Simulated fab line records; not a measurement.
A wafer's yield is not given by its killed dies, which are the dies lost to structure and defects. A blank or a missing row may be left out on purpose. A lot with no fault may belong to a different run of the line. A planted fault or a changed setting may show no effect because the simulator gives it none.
Which tool is to blame? :: flow n5Finfet :: Sampling: 10 lots, 30 wafers, 6 of 1938 route steps

WHAT THE GAUGES READ, wafer by wafer
N5_BEOL_M1_RS_MEAS_58: measurement is done with a four-point probe. Usual: for M1_RS the level is 0.67 ohm/sq and the standard deviation is 0.032.
lot: L381
measured: day 6 11:26
on: filmMetro-02
M1_RS (ohm/sq): 0.68 0.63 0.62
flag: 

lot: L382
measured: day 6 13:08
on: filmMetro-01
M1_RS (ohm/sq): 0.64 0.67 0.59
flag: 

lot: L385
measured: day 7 14:05
on: filmMetro-01
M1_RS (ohm/sq): 0.71 0.69 0.70
flag: 

lot: L388
measured: day 8 00:51
on: filmMetro-01
M1_RS (ohm/sq): 0.69 0.74 0.66
flag: 

lot: L390
measured: day 8 22:25
on: filmMetro-01
M1_RS (ohm/sq): 0.67 0.69 0.68
flag: 

lot: L399
measured: day 11 04:29
on: filmMetro-02
M1_RS (ohm/sq): 0.72 0.67 0.69
flag: 

lot: L400
measured: day 11 18:39
on: filmMetro-02
M1_RS (ohm/sq): 0.69 0.73 0.67
flag: 

lot: L401
measured: day 12 04:05
on: filmMetro-02
M1_RS (ohm/sq): 0.64 0.71 0.68
flag: 

lot: L402
measured: day 12 08:11
on: filmMetro-01
M1_RS (ohm/sq): 0.70 0.64 0.64
flag: 

lot: L403
measured: day 12 11:17
on: filmMetro-02
M1_RS (ohm/sq): 0.68 0.64 0.67
flag: 

N5_BEOL_M1_INSPECT_59: inspects for defects (darkfield). Usual: rawDefectCount at 81, with a standard deviation of 27.
lot: L381
measured: day 6 11:28
on: defectInspect-02
rawDefectCount: 104 78 46
flag: 

lot: L382
measured: day 6 13:09
on: defectInspect-02
rawDefectCount: 71 101 106
flag: 

lot: L385
measured: day 7 14:07
on: defectInspect-01
rawDefectCount: 56 63 102
flag: 

lot: L388
measured: day 8 00:53
on: defectInspect-01
rawDefectCount: 74 119 100
flag: 

lot: L390
measured: day 8 22:26
on: defectInspect-01
rawDefectCount: 73 77 114
flag: 

lot: L399
measured: day 11 04:30
on: defectInspect-01
rawDefectCount: 86 62 96
flag: 

lot: L400
measured: day 11 18:40
on: defectInspect-02
rawDefectCount: 51 90 45
flag: 

lot: L401
measured: day 12 04:07
on: defectInspect-01
rawDefectCount: 28 62 30
flag: 

lot: L402
measured: day 12 08:13
on: defectInspect-01
rawDefectCount: 95 71 98
flag: 

lot: L403
measured: day 12 11:18
on: defectInspect-01
rawDefectCount: 89 90 86
flag: 

N5_BEOL_M2_INSPECT_30: inspects for defects (brightfield). Usual: rawDefectCount at 459, with a standard deviation of 97.
lot: L381
measured: day 6 13:59
on: defectInspect-02
rawDefectCount: 360 340 341
flag: 

lot: L382
measured: day 6 15:29
on: defectInspect-01
rawDefectCount: 382 374 426
flag: 

lot: L385
measured: day 7 16:27
on: defectInspect-01
rawDefectCount: 387 463 492
flag: 

lot: L388
measured: day 8 03:47
on: defectInspect-01
rawDefectCount: 784 573 726
flag: 

lot: L390
measured: day 9 00:08
on: defectInspect-01
rawDefectCount: 1052 399 677
flag: 

lot: L399
measured: day 11 06:55
on: defectInspect-02
rawDefectCount: 540 505 563
flag: 

lot: L400
measured: day 11 22:23
on: defectInspect-02
rawDefectCount: 327 466 384
flag: 

lot: L401
measured: day 12 06:07
on: defectInspect-01
rawDefectCount: 373 436 437
flag: 

lot: L402
measured: day 12 10:34
on: defectInspect-02
rawDefectCount: 466 301 443
flag: 

lot: L403
measured: day 12 14:13
on: defectInspect-02
rawDefectCount: 655 796 474
flag: 

N5_BEOL_M4_RC_MEAS_101. Usual: DIBL_N 36.0 mV/V, standard deviation 1.6; DIBL_P 35.8 mV/V, standard deviation 2; IOFF_N 0.152 nA/um, standard deviation 0.03; IOFF_P 0.20 nA/um, standard deviation 0.031; ION_N 670 uA/um, standard deviation 12; ION_P 459 uA/um, standard deviation 7.4; SS_N 71.5 mV/dec, standard deviation 0.56; SS_P 73.2 mV/dec, standard deviation 0.64; VT_N 251 mV, standard deviation 3.5; VT_P -252 mV, standard deviation 3.3.
lot: L381
measured: day 9 08:02
on: prober-02
DIBL_N (mV/V): 36.5 36.4 35.1
DIBL_P (mV/V): 36.9 36.1 35.6
IOFF_N (nA/um): 0.170 0.159 0.143
IOFF_P (nA/um): 0.23 0.22 0.22
ION_N (uA/um): 681 664 675
ION_P (uA/um): 467 457 469
SS_N (mV/dec): 72.2 72.2 72.0
SS_P (mV/dec): 73.9 73.9 73.2
VT_N (mV): 246 251 252
VT_P (mV): -247 -246 -246
flag: 

lot: L382
measured: day 9 11:49
on: prober-02
DIBL_N (mV/V): 36.7 36.7 33.5
DIBL_P (mV/V): 35.8 35.5 31.3
IOFF_N (nA/um): 0.154 0.141 0.101
IOFF_P (nA/um): 0.20 0.19 0.15
ION_N (uA/um): 674 657 650
ION_P (uA/um): 462 454 450
SS_N (mV/dec): 72.0 71.0 71.0
SS_P (mV/dec): 73.0 73.0 72.1
VT_N (mV): 251 254 255
VT_P (mV): -253 -254 -256
flag: 

lot: L385
measured: day 10 03:13
on: prober-01
DIBL_N (mV/V): 37.4 35.9 37.2
DIBL_P (mV/V): 36.7 35.6 37.0
IOFF_N (nA/um): 0.151 0.125 0.155
IOFF_P (nA/um): 0.20 0.18 0.20
ION_N (uA/um): 674 656 680
ION_P (uA/um): 461 455 463
SS_N (mV/dec): 71.8 71.3 72.1
SS_P (mV/dec): 73.6 73.2 73.6
VT_N (mV): 253 255 250
VT_P (mV): -252 -250 -253
flag: 

lot: L388
measured: day 11 01:23
on: prober-01
DIBL_N (mV/V): 33.4 34.5 36.9
DIBL_P (mV/V): 30.6 33.8 35.4
IOFF_N (nA/um): 0.099 0.123 0.152
IOFF_P (nA/um): 0.15 0.19 0.20
ION_N (uA/um): 645 671 662
ION_P (uA/um): 449 467 460
SS_N (mV/dec): 70.3 70.3 72.2
SS_P (mV/dec): 71.7 72.5 73.3
VT_N (mV): 256 252 249
VT_P (mV): -254 -251 -249
flag: 

lot: L390
measured: day 11 07:01
on: prober-01
DIBL_N (mV/V): 33.3 34.2 36.2
DIBL_P (mV/V): 33.0 35.2 38.0
IOFF_N (nA/um): 0.110 0.129 0.170
IOFF_P (nA/um): 0.16 0.19 0.23
ION_N (uA/um): 659 661 678
ION_P (uA/um): 457 457 463
SS_N (mV/dec): 71.8 71.1 71.6
SS_P (mV/dec): 72.7 73.3 73.7
VT_N (mV): 253 252 249
VT_P (mV): -254 -252 -247
flag: 

lot: L399
measured: day 13 06:11
on: prober-02
DIBL_N (mV/V): 35.6 35.3 36.1
DIBL_P (mV/V): 35.8 35.7 35.7
IOFF_N (nA/um): 0.151 0.146 0.150
IOFF_P (nA/um): 0.20 0.20 0.20
ION_N (uA/um): 687 674 673
ION_P (uA/um): 469 461 459
SS_N (mV/dec): 71.3 70.9 71.2
SS_P (mV/dec): 73.7 73.4 72.6
VT_N (mV): 250 248 249
VT_P (mV): -250 -251 -249
flag: 

lot: L400
measured: day 14 05:24
on: prober-02
DIBL_N (mV/V): 35.8 33.6 34.9
DIBL_P (mV/V): 34.9 31.3 33.4
IOFF_N (nA/um): 0.155 0.109 0.135
IOFF_P (nA/um): 0.19 0.14 0.17
ION_N (uA/um): 680 653 674
ION_P (uA/um): 462 449 463
SS_N (mV/dec): 71.8 71.5 71.9
SS_P (mV/dec): 72.8 73.0 72.8
VT_N (mV): 249 257 250
VT_P (mV): -252 -256 -253
flag: 

lot: L401
measured: day 14 16:58
on: prober-02
DIBL_N (mV/V): 35.5 36.1 35.4
DIBL_P (mV/V): 33.7 34.1 33.8
IOFF_N (nA/um): 0.136 0.144 0.135
IOFF_P (nA/um): 0.21 0.21 0.20
ION_N (uA/um): 674 661 664
ION_P (uA/um): 473 459 459
SS_N (mV/dec): 70.9 71.4 71.3
SS_P (mV/dec): 72.8 73.5 73.4
VT_N (mV): 254 251 251
VT_P (mV): -250 -246 -247
flag: 

lot: L402
measured: day 14 03:56
on: prober-02
DIBL_N (mV/V): 35.4 35.7 38.8
DIBL_P (mV/V): 35.1 37.0 40.0
IOFF_N (nA/um): 0.126 0.139 0.190
IOFF_P (nA/um): 0.16 0.18 0.23
ION_N (uA/um): 651 671 671
ION_P (uA/um): 441 461 449
SS_N (mV/dec): 71.2 71.3 72.2
SS_P (mV/dec): 72.9 73.1 74.8
VT_N (mV): 253 253 247
VT_P (mV): -254 -252 -251
flag: 

lot: L403
measured: day 15 06:46
on: prober-01
DIBL_N (mV/V): 35.3 35.7 37.0
DIBL_P (mV/V): 36.1 36.1 37.1
IOFF_N (nA/um): 0.156 0.171 0.177
IOFF_P (nA/um): 0.23 0.22 0.23
ION_N (uA/um): 681 677 676
ION_P (uA/um): 467 468 465
SS_N (mV/dec): 71.0 71.2 71.9
SS_P (mV/dec): 73.7 74.0 74.4
VT_N (mV): 248 249 251
VT_P (mV): -249 -250 -250
flag: 

WHICH TOOL RAN EACH LOT (tool, then ch and the chambers of the sampled wafers, then the start)
lot: L381
N5_BEOL_M1_ANNEAL_93: pvdSputter-01, day 6 10:00
N5_BEOL_M2_HM_OPEN_17: rieMetal-01 ch 0,1, day 6 13:25

lot: L382
N5_BEOL_M1_ANNEAL_93: pvdSputter-03, day 6 11:29
N5_BEOL_M2_HM_OPEN_17: rieMetal-02 ch 0,1, day 6 14:45

lot: L385
N5_BEOL_M1_ANNEAL_93: pvdSputter-03, day 7 12:41
N5_BEOL_M2_HM_OPEN_17: rieMetal-03 ch 0,1, day 7 15:44

lot: L388
N5_BEOL_M1_ANNEAL_93: pvdSputter-01, day 7 23:13
N5_BEOL_M2_HM_OPEN_17: rieMetal-01 ch 0,1, day 8 03:04

lot: L390
N5_BEOL_M1_ANNEAL_93: pvdSputter-03, day 8 21:01
N5_BEOL_M2_HM_OPEN_17: rieMetal-01 ch 0,1, day 8 23:32

lot: L399
N5_BEOL_M1_ANNEAL_93: pvdSputter-01, day 11 03:04
N5_BEOL_M2_HM_OPEN_17: rieMetal-01 ch 0,1, day 11 06:13

lot: L400
N5_BEOL_M1_ANNEAL_93: pvdSputter-03, day 11 17:14
N5_BEOL_M2_HM_OPEN_17: rieMetal-01 ch 0,1, day 11 21:27

lot: L401
N5_BEOL_M1_ANNEAL_93: pvdSputter-03, day 12 02:41
N5_BEOL_M2_HM_OPEN_17: rieMetal-01 ch 0,1, day 12 05:31

lot: L402
N5_BEOL_M1_ANNEAL_93: pvdSputter-03, day 12 06:47
N5_BEOL_M2_HM_OPEN_17: rieMetal-01 ch 0,1, day 12 09:29

lot: L403
N5_BEOL_M1_ANNEAL_93: pvdSputter-02, day 12 09:50
N5_BEOL_M2_HM_OPEN_17: rieMetal-01 ch 0,1, day 12 13:37
- N5_BEOL_M1_ANNEAL_93: time 240 s.
- N5_BEOL_M2_HM_OPEN_17: chemistry Cl2/BCl3, target TiN, target depth 20 nm, overetch 6 nm.

AS READ BY THE TOOLS THEMSELVES (means over the sampled wafers that have a number; for cases with no such wafer, the mark the record gives instead)
N5_BEOL_M1_ANNEAL_93. Usual: heaterPowerW at 848 W, with a standard deviation of 79.
lot: L381
tool: pvdSputter-01
heaterPowerW (W): 912
flag: 

lot: L382
tool: pvdSputter-03
heaterPowerW (W): 784
flag: 

lot: L385
tool: pvdSputter-03
heaterPowerW (W): 810
flag: 

lot: L388
tool: pvdSputter-01
heaterPowerW (W): 947
flag: 

lot: L390
tool: pvdSputter-03
heaterPowerW (W): 810
flag: 

lot: L399
tool: pvdSputter-01
heaterPowerW (W): 923
flag: 

lot: L400
tool: pvdSputter-03
heaterPowerW (W): 811
flag: 

lot: L401
tool: pvdSputter-03
heaterPowerW (W): 826
flag: 

lot: L402
tool: pvdSputter-03
heaterPowerW (W): 827
flag: 

lot: L403
tool: pvdSputter-02
heaterPowerW (W): 766
flag: 

N5_BEOL_M2_HM_OPEN_17. Usual: biasW 126.1 W, standard deviation 0.37; drypumpMotorCurrentA 5.71 A, standard deviation 0.29; heBacksideLeakSccm 3.28 sccm, standard deviation 0.27; oesProductAu 0.61 a.u., standard deviation 0.091; throttleValvePct 22.23 %, standard deviation 0.12.
lot: L381
tool: rieMetal-01
biasW (W): 126.2
drypumpMotorCurrentA (A): 5.64
heBacksideLeakSccm (sccm): 3.30
oesProductAu (a.u.): 0.56
throttleValvePct (%): 22.22
flag: 

lot: L382
tool: rieMetal-02
biasW (W): 125.9
drypumpMotorCurrentA (A): 5.39
heBacksideLeakSccm (sccm): 3.34
oesProductAu (a.u.): 0.58
throttleValvePct (%): 22.40
flag: 

lot: L385
tool: rieMetal-03
biasW (W): 125.6
drypumpMotorCurrentA (A): 6.24
heBacksideLeakSccm (sccm): 3.24
oesProductAu (a.u.): 0.61
throttleValvePct (%): 22.19
flag: 

lot: L388
tool: rieMetal-01
biasW (W): 126.3
drypumpMotorCurrentA (A): 5.60
heBacksideLeakSccm (sccm): 3.18
oesProductAu (a.u.): 0.55
throttleValvePct (%): 22.32
flag: 

lot: L390
tool: rieMetal-01
biasW (W): 125.7
drypumpMotorCurrentA (A): 5.65
heBacksideLeakSccm (sccm): 3.30
oesProductAu (a.u.): 0.55
throttleValvePct (%): 22.22
flag: 

lot: L399
tool: rieMetal-01
biasW (W): 126.0
drypumpMotorCurrentA (A): 5.63
heBacksideLeakSccm (sccm): 3.29
oesProductAu (a.u.): 0.64
throttleValvePct (%): 22.17
flag: 

lot: L400
tool: rieMetal-01
biasW (W): 126.1
drypumpMotorCurrentA (A): 5.59
heBacksideLeakSccm (sccm): 3.11
oesProductAu (a.u.): 0.72
throttleValvePct (%): 22.21
flag: 

lot: L401
tool: rieMetal-01
biasW (W): 125.7
drypumpMotorCurrentA (A): 5.65
heBacksideLeakSccm (sccm): 3.27
oesProductAu (a.u.): 0.64
throttleValvePct (%): 22.17
flag: 

lot: L402
tool: rieMetal-01
biasW (W): 126.3
drypumpMotorCurrentA (A): 5.60
heBacksideLeakSccm (sccm): 3.11
oesProductAu (a.u.): 0.72
throttleValvePct (%): 22.20
flag: 

lot: L403
tool: rieMetal-01
biasW (W): 125.8
drypumpMotorCurrentA (A): 5.60
heBacksideLeakSccm (sccm): 3.18
oesProductAu (a.u.): 0.71
throttleValvePct (%): 22.20
flag: 

THE ANSWER, worked out from the rows above alone
Rule: lot off if the mean of its wafers having a number is beyond 3 standard deviations from the usual mean. A lot without any number at a reading at which 4 lots or more have one is off too. Where the step has rows for the other lots, those lots are counted as sound. First the gauges in route order, then the tools' own readings, where a lot's mean is used as printed above. At the first step where some lot is off, the reading lying furthest off is the one used; lots without a number count as furthest.
None of the lots is off at any reading shown; this tells nothing.

WHAT HAD BEEN PUT IN BY THE SIMULATOR
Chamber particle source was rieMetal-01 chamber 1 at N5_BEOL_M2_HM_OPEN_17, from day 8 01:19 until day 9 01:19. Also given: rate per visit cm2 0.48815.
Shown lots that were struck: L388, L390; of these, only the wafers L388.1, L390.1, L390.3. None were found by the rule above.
